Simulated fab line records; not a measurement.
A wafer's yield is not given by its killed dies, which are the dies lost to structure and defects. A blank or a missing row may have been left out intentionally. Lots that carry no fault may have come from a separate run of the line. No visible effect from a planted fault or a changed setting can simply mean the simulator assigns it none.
What tool caused it? + flow nand_harc + 22 lots with 66 wafers sampled at 6 steps, on a route of 1302 steps

== WHAT EACH GAUGE READ, for each wafer ==
No reading from a measuring or inspecting step in the record can be judged against a usual standard deviation.

== WHAT TOOL EACH LOT RAN ON (gives the tool, then ch and the chambers of the sampled wafers, and finally the start) ==
| lot  | NHARC_A_STAIRCASE_ETCH_192                    | NHARC_A_STAIRCASE_TRIM_200                    | NHARC_A_STAIRCASE_ETCH_273                    | NHARC_A_STAIRCASE_STRIP_274                   | NHARC_A_STAIRCASE_HM_OPEN_460                 | NHARC_A_STAIRCASE_STRIP_295        |
|------|-----------------------------------------------|-----------------------------------------------|-----------------------------------------------|-----------------------------------------------|-----------------------------------------------|------------------------------------|
| L074 | rie_diel-11 ch 2,3, no start                  | rie_diel-11 ch 0,1,2, no start                | rie_diel-13 ch 0,2, no start                  | rie_diel-13 ch 0,1,2, no start                | rie_diel-04 ch 1,2,3, no start                | rie_diel-04 ch 2,3, no start       |
| L075 | rie_diel-13 ch 1,3, no start                  | rie_diel-13 ch 0,3, no start                  | rie_diel-04 ch 0,2,3, no start                | rie_diel-04 ch 0,1,3, no start                | rie_diel-11 ch 0,2, no start                  | rie_diel-11 ch 0,1,3, no start     |
| L076 | rie_diel-11 ch 0,2,3, no start                | rie_diel-13 ch 0,1,2, no start                | rie_diel-13 ch 0,2,3, no start                | rie_diel-13 ch 0,2,3, no start                | rie_diel-13 ch 0,1,2, no start                | rie_diel-13 ch 0,1,2, no start     |
| L077 | rie_diel-04 ch 0,2,3, no start                | rie_diel-11 ch 1,3, no start                  | rie_diel-11 ch 0,3, no start                  | rie_diel-11 ch 2,3, no start                  | rie_diel-13 ch 0,1,3, no start                | rie_diel-13 ch 2,3, no start       |
| L078 | rie_diel-11 ch 1,2,3, no start                | rie_diel-04 ch 0,1,3, no start                | rie_diel-04 ch 0,1,2, no start                | rie_diel-04 ch 0,1,3, no start                | rie_diel-04 ch 1,2,3, no start                | rie_diel-04 ch 0,1,3, no start     |
| L079 | rie_diel-13 ch 0,2,3, no start                | rie_diel-13 ch 0,3, no start                  | rie_diel-13 ch 0,2,3, no start                | rie_diel-13 ch 2,3, no start                  | rie_diel-04 ch 1,2,3, no start                | rie_diel-04 ch 0,1,3, no start     |
| L080 | rie_diel-04 ch 2,3, no start                  | rie_diel-04 ch 1,3, no start                  | rie_diel-04 ch 0,2,3, no start                | rie_diel-04 ch 1,2, no start                  | rie_diel-13 ch 0,3, no start                  | rie_diel-13 ch 0,2,3, no start     |
| L081 | rie_diel-11 ch 2,3, no start                  | rie_diel-04 ch 1,2, no start                  | rie_diel-11 ch 0,1,2, no start                | rie_diel-11 ch 2,3, no start                  | rie_diel-04 ch 0,1,3, no start                | rie_diel-04 ch 0,1,3, no start     |
| L082 | rie_diel-04 ch 0,1,2, no start                | rie_diel-04 ch 0,1,3, no start                | rie_diel-11 ch 0,1,2, no start                | rie_diel-11 ch 0,3, no start                  | rie_diel-11 ch 0,2,3, no start                | rie_diel-11 ch 0,1,2, no start     |
| L083 | rie_diel-11 ch 0,1,3, no start                | rie_diel-11 ch 0,2,3, no start                | rie_diel-04 ch 0,2,3, no start                | rie_diel-04 ch 0,1,2, no start                | rie_diel-13 ch 1,2,3, no start                | rie_diel-13 ch 1,2, no start       |
| L084 | rie_diel-13 ch 1,2, no start                  | rie_diel-13 ch 0,1,3, no start                | rie_diel-13 ch 1,2, no start                  | rie_diel-13 ch 1,2,3, no start                | rie_diel-11 ch 0,3, no start                  | rie_diel-11 ch 1,2,3, no start     |
| L087 | rie_diel-11 ch 0,1, no start                  | rie_diel-11 ch 1,2,3, no start                | rie_diel-11 ch 0,3, no start                  | rie_diel-11 ch 0,3, no start                  | rie_diel-11 ch 1,2,3, no start                | rie_diel-11 ch 2,3, no start       |
| L086 | rie_diel-13 ch 0,1,2, no start                | rie_diel-13 ch 2,3, no start                  | rie_diel-11 ch 0,3, no start                  | rie_diel-11 ch 0,1, no start                  | rie_diel-11 ch 2,3, no start                  | rie_diel-11 ch 1,3, no start       |
| L088 | rie_diel-11 ch 2,3, no start                  | rie_diel-13 ch 0,1,2, no start                | rie_diel-13 ch 0,3, no start                  | rie_diel-13 ch 0,2,3, no start                | rie_diel-13 ch 0,1,2, no start                | rie_diel-13 ch 0,2, no start       |
| L089 | rie_diel-11 ch 0,2,3, no start                | rie_diel-11 ch 2,3, no start                  | rie_diel-11 ch 0,2, no start                  | rie_diel-11 ch 0,3, no start                  | rie_diel-13 ch 0,2,3, no start                | rie_diel-13 ch 0,1, no start       |
| L092 | rie_diel-11 ch 0,1, no start                  | rie_diel-11 ch 0,1, no start                  | rie_diel-11 ch 2,3, no start                  | rie_diel-11 ch 0,2,3, no start                | rie_diel-04 ch 0,2, no start                  | rie_diel-04 ch 0,1, no start       |
| L091 | rie_diel-11 ch 0,1, no start                  | rie_diel-04 ch 0,1, no start                  | rie_diel-04 ch 0,3, no start                  | rie_diel-04 ch 0,1, no start                  | rie_diel-13 ch 1,3, no start                  | rie_diel-13 ch 0,1, no start       |
| L093 | rie_diel-11 ch 0,1,2, no start                | rie_diel-13 ch 1,2,3, no start                | rie_diel-13 ch 1,2,3, no start                | rie_diel-13 ch 0,1,2, no start                | rie_diel-04 ch 0,1,2, no start                | rie_diel-04 ch 0,1,3, no start     |
| L095 | rie_diel-13 ch 0,1,3, no start                | rie_diel-11 ch 1,2, no start                  | rie_diel-13 ch 2,3, no start                  | rie_diel-13 ch 1,3, no start                  | rie_diel-13 ch 0,2,3, no start                | rie_diel-13 ch 0,1,2, no start     |
| L094 | rie_diel-04 ch 0,1, no start                  | rie_diel-13 ch 1,2,3, no start                | rie_diel-13 ch 1,2,3, no start                | rie_diel-13 ch 0,1,3, no start                | rie_diel-13 ch 0,1,3, no start                | rie_diel-13 ch 0,2,3, no start     |
| L096 | rie_diel-11 ch 0,1,3, day 26 13:26 or earlier | rie_diel-04 ch 0,1,3, day 26 13:26 or earlier | rie_diel-04 ch 1,2,3, day 26 13:26 or earlier | rie_diel-04 ch 0,1,3, day 26 13:26 or earlier | rie_diel-11 ch 0,1,2, day 26 13:26 or earlier | rie_diel-13 ch 0,1,2, day 26 13:26 |
| L097 | rie_diel-11 ch 1,2, no start                  | rie_diel-04 ch 0,1,2, no start                | rie_diel-04 ch 0,1, no start                  | rie_diel-04 ch 0,3, no start                  | rie_diel-11 ch 1,2,3, no start                | rie_diel-11 ch 2,3, no start       |
- NHARC_A_STAIRCASE_ETCH_192: etches the open film in C4F8/O2, target depth 100 nm, time 40.5 s.
- NHARC_A_STAIRCASE_TRIM_200: chemistry O2, time 211.2 s.
- NHARC_A_STAIRCASE_ETCH_273: etches the open film in C4F8/O2/Ar, target depth 10200 nm, time 2468.6 s.
- NHARC_A_STAIRCASE_STRIP_274: strips in O2.
- NHARC_A_STAIRCASE_HM_OPEN_460: chemistry O2/COS.
- NHARC_A_STAIRCASE_STRIP_295: strips in O2.

== AS READ BY THE TOOLS THEMSELVES (means over the sampled wafers that have a number; for cases with no such wafer, the mark the record gives instead) ==
NHARC_A_STAIRCASE_ETCH_192. Usual: bias_w 1000.2 W, standard deviation 3; oes_product_au 0.940 a.u., standard deviation 0.011; rf_vpp_V 898 V, standard deviation 6.5.
| lot  | tool        | bias_w (W) | oes_product_au (a.u.) | rf_vpp_V (V) | flag |
|------|-------------|------------|-----------------------|--------------|------|
| L074 | rie_diel-11 | 1001.7     | 0.934                 | 905          |      |
| L075 | rie_diel-13 | 1000.8     | 0.953                 | 893          |      |
| L076 | rie_diel-11 | 1001.9     | 0.943                 | 899          |      |
| L077 | rie_diel-04 | 999.8      | 0.910                 | 892          |      |
| L078 | rie_diel-11 | 1002.1     | 0.948                 | 899          |      |
| L079 | rie_diel-13 | 997.5      | 0.945                 | 894          |      |
| L080 | rie_diel-04 | 998.9      | 0.935                 | 887          |      |
| L081 | rie_diel-11 | 1000.4     | 0.938                 | 903          |      |
| L082 | rie_diel-04 | 1003.2     | 0.938                 | 894          |      |
| L083 | rie_diel-11 | 998.8      | 0.947                 | 900          |      |
| L084 | rie_diel-13 | 1001.2     | 0.930                 | 902          |      |
| L087 | rie_diel-11 | 1002.8     | 0.950                 | 897          |      |
| L086 | rie_diel-13 | 999.2      | 0.937                 | 899          |      |
| L088 | rie_diel-11 | 999.1      | 0.941                 | 903          |      |
| L089 | rie_diel-11 | 997.8      | 0.938                 | 905          |      |
| L092 | rie_diel-11 | 1001.5     | 0.932                 | 901          |      |
| L091 | rie_diel-11 | 1001.1     | 0.943                 | 895          |      |
| L093 | rie_diel-11 | 998.5      | 0.941                 | 899          |      |
| L095 | rie_diel-13 | 999.7      | 0.945                 | 902          |      |
| L094 | rie_diel-04 | 997.1      | 0.935                 | 898          |      |
| L096 | rie_diel-11 | 999.6      | 0.945                 | 899          |      |
| L097 | rie_diel-11 | 1001.6     | 0.948                 | 893          |      |

NHARC_A_STAIRCASE_TRIM_200. Usual: drypump_motor_current_A 5.6 A, standard deviation 0.47; oes_product_au 0.999 a.u., standard deviation 0.0095; rf_vpp_V 57.8 V, standard deviation 0.92; showerhead_plenum_p_Torr 3.55 Torr, standard deviation 0.18; throttle_valve_pct 17.037 %, standard deviation 0.0093.
| lot  | tool        | drypump_motor_current_A (A) | oes_product_au (a.u.) | rf_vpp_V (V) | showerhead_plenum_p_Torr (Torr) | throttle_valve_pct (%) | flag |
|------|-------------|-----------------------------|-----------------------|--------------|---------------------------------|------------------------|------|
| L074 | rie_diel-11 | 5.7                         | 1.000                 | 57.9         | 3.48                            | 17.035                 |      |
| L075 | rie_diel-13 | 6.2                         | 1.005                 | 57.3         | 3.45                            | 17.044                 |      |
| L076 | rie_diel-13 | 5.6                         | 1.001                 | 57.7         | 3.65                            | 17.032                 |      |
| L077 | rie_diel-11 | 5.4                         | 1.000                 | 58.6         | 3.64                            | 17.038                 |      |
| L078 | rie_diel-04 | 5.5                         | 1.002                 | 57.4         | 3.52                            | 17.040                 |      |
| L079 | rie_diel-13 | 6.3                         | 1.004                 | 56.9         | 3.36                            | 17.032                 |      |
| L080 | rie_diel-04 | 5.1                         | 0.994                 | 57.9         | 3.43                            | 17.034                 |      |
| L081 | rie_diel-04 | 5.1                         | 1.009                 | 57.5         | 3.52                            | 17.033                 |      |
| L082 | rie_diel-04 | 5.5                         | 0.989                 | 57.6         | 3.51                            | 17.033                 |      |
| L083 | rie_diel-11 | 5.5                         | 1.003                 | 58.3         | 3.76                            | 17.040                 |      |
| L084 | rie_diel-13 | 5.9                         | 1.001                 | 58.1         | 3.51                            | 17.039                 |      |
| L087 | rie_diel-11 | 5.6                         | 1.003                 | 58.7         | 3.62                            | 17.041                 |      |
| L086 | rie_diel-13 | 5.9                         | 1.002                 | 57.3         | 3.51                            | 17.040                 |      |
| L088 | rie_diel-13 | 5.6                         | 0.997                 | 58.0         | 3.62                            | 17.036                 |      |
| L089 | rie_diel-11 | 5.4                         | 1.000                 | 59.0         | 3.72                            | 17.035                 |      |
| L092 | rie_diel-11 | 5.7                         | 0.993                 | 57.2         | 3.52                            | 17.039                 |      |
| L091 | rie_diel-04 | 5.4                         | 0.996                 | 58.4         | 3.60                            | 17.039                 |      |
| L093 | rie_diel-13 | 5.7                         | 0.999                 | 58.0         | 3.72                            | 17.036                 |      |
| L095 | rie_diel-11 | 5.8                         | 0.995                 | 58.3         | 3.59                            | 17.039                 |      |
| L094 | rie_diel-13 | 5.7                         | 1.001                 | 58.2         | 3.71                            | 17.036                 |      |
| L096 | rie_diel-04 | 5.5                         | 1.001                 | 57.9         | 3.49                            | 17.034                 |      |
| L097 | rie_diel-04 | 5.5                         | 0.994                 | 57.1         | 3.65                            | 17.045                 |      |

NHARC_A_STAIRCASE_ETCH_273. Usual: bias_w 3001 W, standard deviation 8.8; oes_product_au 0.937 a.u., standard deviation 0.011; rf_vpp_V 1831 V, standard deviation 13.
| lot  | tool        | bias_w (W) | oes_product_au (a.u.) | rf_vpp_V (V) | flag |
|------|-------------|------------|-----------------------|--------------|------|
| L074 | rie_diel-13 | 2996       | 0.952                 | 1832         |      |
| L075 | rie_diel-04 | 2995       | 0.933                 | 1818         |      |
| L076 | rie_diel-13 | 3001       | 0.935                 | 1823         |      |
| L077 | rie_diel-11 | 3004       | 0.948                 | 1832         |      |
| L078 | rie_diel-04 | 2996       | 0.946                 | 1825         |      |
| L079 | rie_diel-13 | 2995       | 0.934                 | 1823         |      |
| L080 | rie_diel-04 | 3004       | 0.925                 | 1818         |      |
| L081 | rie_diel-11 | 3006       | 0.933                 | 1835         |      |
| L082 | rie_diel-11 | 3001       | 0.948                 | 1834         |      |
| L083 | rie_diel-04 | 3000       | 0.940                 | 1816         |      |
| L084 | rie_diel-13 | 2997       | 0.928                 | 1837         |      |
| L087 | rie_diel-11 | 3000       | 0.937                 | 1843         |      |
| L086 | rie_diel-11 | 2993       | 0.924                 | 1844         |      |
| L088 | rie_diel-13 | 2995       | 0.940                 | 1814         |      |
| L089 | rie_diel-11 | 3005       | 0.937                 | 1843         |      |
| L092 | rie_diel-11 | 3005       | 0.930                 | 1840         |      |
| L091 | rie_diel-04 | 3009       | 0.934                 | 1822         |      |
| L093 | rie_diel-13 | 3000       | 0.940                 | 1841         |      |
| L095 | rie_diel-13 | 2999       | 0.947                 | 1841         |      |
| L094 | rie_diel-13 | 2993       | 0.937                 | 1840         |      |
| L096 | rie_diel-04 | 3004       | 0.933                 | 1830         |      |
| L097 | rie_diel-04 | 3010       | 0.931                 | 1830         |      |

NHARC_A_STAIRCASE_STRIP_274. Usual: drypump_motor_current_A 5.6 A, standard deviation 0.47; oes_product_au 0.998 a.u., standard deviation 0.0094; rf_vpp_V 57.9 V, standard deviation 0.85; showerhead_plenum_p_Torr 3.59 Torr, standard deviation 0.17; throttle_valve_pct 17.037 %, standard deviation 0.01.
| lot  | tool        | drypump_motor_current_A (A) | oes_product_au (a.u.) | rf_vpp_V (V) | showerhead_plenum_p_Torr (Torr) | throttle_valve_pct (%) | flag |
|------|-------------|-----------------------------|-----------------------|--------------|---------------------------------|------------------------|------|
| L074 | rie_diel-13 | 5.6                         | 1.002                 | 58.4         | 3.65                            | 17.033                 |      |
| L075 | rie_diel-04 | 5.5                         | 0.998                 | 58.0         | 3.52                            | 17.033                 |      |
| L076 | rie_diel-13 | 6.1                         | 1.001                 | 57.3         | 3.49                            | 17.033                 |      |
| L077 | rie_diel-11 | 5.6                         | 0.999                 | 58.1         | 3.73                            | 17.036                 |      |
| L078 | rie_diel-04 | 5.5                         | 0.995                 | 58.1         | 3.52                            | 17.040                 |      |
| L079 | rie_diel-13 | 5.9                         | 0.998                 | 58.0         | 3.52                            | 17.034                 |      |
| L080 | rie_diel-04 | 5.1                         | 0.999                 | 57.2         | 3.52                            | 17.031                 |      |
| L081 | rie_diel-11 | 5.6                         | 0.995                 | 58.3         | 3.73                            | 17.029                 |      |
| L082 | rie_diel-11 | 5.5                         | 0.997                 | 58.1         | 3.78                            | 17.037                 |      |
| L083 | rie_diel-04 | 5.5                         | 1.004                 | 56.8         | 3.49                            | 17.025                 |      |
| L084 | rie_diel-13 | 5.7                         | 0.996                 | 57.9         | 3.55                            | 17.032                 |      |
| L087 | rie_diel-11 | 5.5                         | 0.999                 | 57.8         | 3.78                            | 17.042                 |      |
| L086 | rie_diel-11 | 5.7                         | 1.000                 | 57.9         | 3.66                            | 17.038                 |      |
| L088 | rie_diel-13 | 6.0                         | 0.995                 | 58.2         | 3.46                            | 17.034                 |      |
| L089 | rie_diel-11 | 5.4                         | 0.997                 | 58.0         | 3.75                            | 17.042                 |      |
| L092 | rie_diel-11 | 5.5                         | 0.995                 | 57.9         | 3.73                            | 17.043                 |      |
| L091 | rie_diel-04 | 5.9                         | 0.997                 | 58.6         | 3.57                            | 17.035                 |      |
| L093 | rie_diel-13 | 5.6                         | 1.010                 | 58.0         | 3.61                            | 17.033                 |      |
| L095 | rie_diel-13 | 6.0                         | 1.003                 | 58.1         | 3.78                            | 17.040                 |      |
| L094 | rie_diel-13 | 5.9                         | 1.008                 | 58.5         | 3.67                            | 17.039                 |      |
| L096 | rie_diel-04 | 5.5                         | 0.994                 | 58.6         | 3.48                            | 17.038                 |      |
| L097 | rie_diel-04 | 5.6                         | 0.993                 | 58.5         | 3.38                            | 17.040                 |      |

NHARC_A_STAIRCASE_HM_OPEN_460. Usual: bias_w 300.0 W, standard deviation 0.92; drypump_motor_current_A 5.7 A, standard deviation 0.47; oes_product_au 0.998 a.u., standard deviation 0.011; rf_vpp_V 468 V, standard deviation 3.4; showerhead_plenum_p_Torr 3.16 Torr, standard deviation 0.16; throttle_valve_pct 28.332 %, standard deviation 0.0095.
| lot  | tool        | bias_w (W) | drypump_motor_current_A (A) | oes_product_au (a.u.) | rf_vpp_V (V) | showerhead_plenum_p_Torr (Torr) | throttle_valve_pct (%) | flag |
|------|-------------|------------|-----------------------------|-----------------------|--------------|---------------------------------|------------------------|------|
| L074 | rie_diel-04 | 299.8      | 5.2                         | 0.997                 | 466          | 3.03                            | 28.331                 |      |
| L075 | rie_diel-11 | 300.1      | 5.8                         | 0.994                 | 465          | 3.03                            | 28.331                 |      |
| L076 | rie_diel-13 | 300.3      | 5.6                         | 1.008                 | 470          | 3.22                            | 28.327                 |      |
| L077 | rie_diel-13 | 299.0      | 5.9                         | 0.995                 | 468          | 3.12                            | 28.333                 |      |
| L078 | rie_diel-04 | 300.1      | 5.2                         | 0.993                 | 465          | 3.02                            | 28.329                 |      |
| L079 | rie_diel-04 | 298.9      | 5.2                         | 0.996                 | 465          | 3.02                            | 28.334                 |      |
| L080 | rie_diel-13 | 300.4      | 6.2                         | 1.005                 | 465          | 3.04                            | 28.336                 |      |
| L081 | rie_diel-04 | 299.6      | 5.5                         | 0.999                 | 466          | 3.10                            | 28.331                 |      |
| L082 | rie_diel-11 | 300.0      | 5.6                         | 0.998                 | 471          | 3.32                            | 28.332                 |      |
| L083 | rie_diel-13 | 300.1      | 5.7                         | 0.998                 | 467          | 3.14                            | 28.322                 |      |
| L084 | rie_diel-11 | 299.2      | 5.4                         | 0.987                 | 472          | 3.33                            | 28.333                 |      |
| L087 | rie_diel-11 | 299.7      | 5.6                         | 0.992                 | 469          | 3.20                            | 28.330                 |      |
| L086 | rie_diel-11 | 299.2      | 5.6                         | 0.989                 | 471          | 3.30                            | 28.328                 |      |
| L088 | rie_diel-13 | 300.3      | 5.6                         | 1.002                 | 469          | 3.20                            | 28.331                 |      |
| L089 | rie_diel-13 | 299.4      | 6.0                         | 1.002                 | 469          | 3.22                            | 28.329                 |      |
| L092 | rie_diel-04 | 300.0      | 6.0                         | 0.993                 | 469          | 3.21                            | 28.326                 |      |
| L091 | rie_diel-13 | 299.7      | 6.0                         | 1.004                 | 472          | 3.35                            | 28.337                 |      |
| L093 | rie_diel-04 | 300.0      | 5.5                         | 1.002                 | 470          | 3.23                            | 28.329                 |      |
| L095 | rie_diel-13 | 301.0      | 6.0                         | 1.003                 | 469          | 3.21                            | 28.336                 |      |
| L094 | rie_diel-13 | 300.1      | 5.9                         | 1.007                 | 470          | 3.25                            | 28.331                 |      |
| L096 | rie_diel-11 | 299.1      | 5.7                         | 1.004                 | 469          | 3.20                            | 28.339                 |      |
| L097 | rie_diel-11 | 300.6      | 5.6                         | 0.996                 | 469          | 3.18                            | 28.336                 |      |

NHARC_A_STAIRCASE_STRIP_295. Usual: drypump_motor_current_A 5.7 A, standard deviation 0.48; oes_product_au 0.999 a.u., standard deviation 0.0095; rf_vpp_V 57.8 V, standard deviation 0.89; showerhead_plenum_p_Torr 3.57 Torr, standard deviation 0.17; throttle_valve_pct 17.037 %, standard deviation 0.0095.
| lot  | tool        | drypump_motor_current_A (A) | oes_product_au (a.u.) | rf_vpp_V (V) | showerhead_plenum_p_Torr (Torr) | throttle_valve_pct (%) | flag |
|------|-------------|-----------------------------|-----------------------|--------------|---------------------------------|------------------------|------|
| L074 | rie_diel-04 | 5.2                         | 1.003                 | 57.6         | 3.32                            | 17.029                 |      |
| L075 | rie_diel-11 | 5.6                         | 1.003                 | 57.0         | 3.48                            | 17.042                 |      |
| L076 | rie_diel-13 | 5.7                         | 1.003                 | 58.2         | 3.64                            | 17.044                 |      |
| L077 | rie_diel-13 | 6.1                         | 0.998                 | 57.5         | 3.40                            | 17.029                 |      |
| L078 | rie_diel-04 | 5.5                         | 0.994                 | 58.5         | 3.51                            | 17.029                 |      |
| L079 | rie_diel-04 | 5.5                         | 0.998                 | 57.7         | 3.51                            | 17.037                 |      |
| L080 | rie_diel-13 | 6.0                         | 1.007                 | 57.6         | 3.48                            | 17.036                 |      |
| L081 | rie_diel-04 | 5.5                         | 0.997                 | 57.5         | 3.51                            | 17.038                 |      |
| L082 | rie_diel-11 | 5.7                         | 0.999                 | 57.5         | 3.64                            | 17.029                 |      |
| L083 | rie_diel-13 | 5.5                         | 1.004                 | 58.1         | 3.67                            | 17.039                 |      |
| L084 | rie_diel-11 | 5.6                         | 0.996                 | 56.7         | 3.61                            | 17.030                 |      |
| L087 | rie_diel-11 | 5.6                         | 0.994                 | 56.8         | 3.72                            | 17.056                 |      |
| L086 | rie_diel-11 | 5.4                         | 0.992                 | 56.9         | 3.62                            | 17.039                 |      |
| L088 | rie_diel-13 | 5.9                         | 1.004                 | 57.9         | 3.53                            | 17.045                 |      |
| L089 | rie_diel-13 | 5.5                         | 1.000                 | 58.5         | 3.66                            | 17.030                 |      |
| L092 | rie_diel-04 | 5.4                         | 1.003                 | 58.3         | 3.59                            | 17.042                 |      |
| L091 | rie_diel-13 | 5.8                         | 0.997                 | 57.5         | 3.58                            | 17.039                 |      |
| L093 | rie_diel-04 | 5.5                         | 0.995                 | 57.5         | 3.49                            | 17.038                 |      |
| L095 | rie_diel-13 | 5.6                         | 1.001                 | 57.6         | 3.60                            | 17.044                 |      |
| L094 | rie_diel-13 | 6.0                         | 1.002                 | 57.8         | 3.62                            | 17.034                 |      |
| L096 | rie_diel-13 | 5.6                         | 1.004                 | 57.5         | 3.60                            | 17.035                 |      |
| L097 | rie_diel-11 | 5.6                         | 0.994                 | 58.6         | 3.69                            | 17.039                 |      |

== THE ANSWER, worked out from the rows above alone ==
Rule: a lot is off if the mean of its wafers that have a number lies more than 3 standard deviations from the usual mean. Also off: a lot with no number at a reading for which 4 or more lots have one. All remaining lots with rows at the step are treated as sound. First the gauges in route order, then the tools' own readings, where a lot's mean is used as printed above. The first step at which some lot is off is used, and at that step the reading that is off furthest; a lot without a number counts as furthest.
No lot is off on any of the readings shown, so nothing can be concluded from this.

== WHAT HAD BEEN PUT IN BY THE SIMULATOR ==
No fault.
